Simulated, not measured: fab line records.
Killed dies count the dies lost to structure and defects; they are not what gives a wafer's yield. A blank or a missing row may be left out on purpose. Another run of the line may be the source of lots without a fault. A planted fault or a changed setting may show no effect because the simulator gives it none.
Matching of chambers -- flow n5-finfet -- 3 sister chambers for N5_BEOL_M5_CURE_79 on uv-cure-01
The step cures SiCOH lowk, time 240 s. 6 wafers are shown with their chamber, then 10 later ones without.

== WAFERS, EACH WITH ITS CHAMBER ==
wafer,chamber,wafer_temp_C_max,lamp-power-pct (%)
L079.2,0,388.3,52.33
L079.6,0,387.9,52.35
L088.3,2,387.8,52.31
L088.5,2,388.0,52.34
L094.3,1,387.2,52.31
L094.4,1,386.1,52.28

== WAFERS WHOSE CHAMBER IS MISSING ==
wafer,wafer_temp_C_max,lamp-power-pct (%)
L094.5,386.6,52.33
L085.2,388.8,52.36
L085.4,387.2,52.40
L085.6,388.4,52.35
L089.3,386.5,52.25
L089.5,387.0,52.27
L089.6,386.7,52.36
L091.1,385.9,52.30
L091.2,386.5,52.33
L091.3,386.2,52.28

== WHICH CHAMBER EACH ONE RAN IN ==
wafer,from the rows above,in truth
L094.5,can't be placed: 1 or 2 or 0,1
L085.2,can't be placed: 0 or 2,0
L085.4,can't be placed: 0 or 2 or 1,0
L085.6,can't be placed: 0 or 2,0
L089.3,1,1
L089.5,can't be placed: 1 or 2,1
L089.6,can't be placed: 0 or 2 or 1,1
L091.1,1,1
L091.2,can't be placed: 1 or 2 or 0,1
L091.3,1,1
3 of 10 placed correctly. Cannot be placed on the basis of these rows: 7; the candidates contain the true chamber in 7. Number placed wrongly: 0.
How it was worked out, from the rows above alone: a wafer's distance from a chamber is the root of the sum, over the readings, of the square of ((its reading less the chamber's mean) divided by the reading's scatter). If the next closest chamber is less than 2 further off than the closest, the wafer can't be placed; otherwise it belongs to the closest. For every chamber, the mean is computed from those of its wafers that are shown. The scatter: take each reading less its chamber's mean, square it, sum over the shown wafers, divide by the number of wafers less the number of chambers, and take the root.
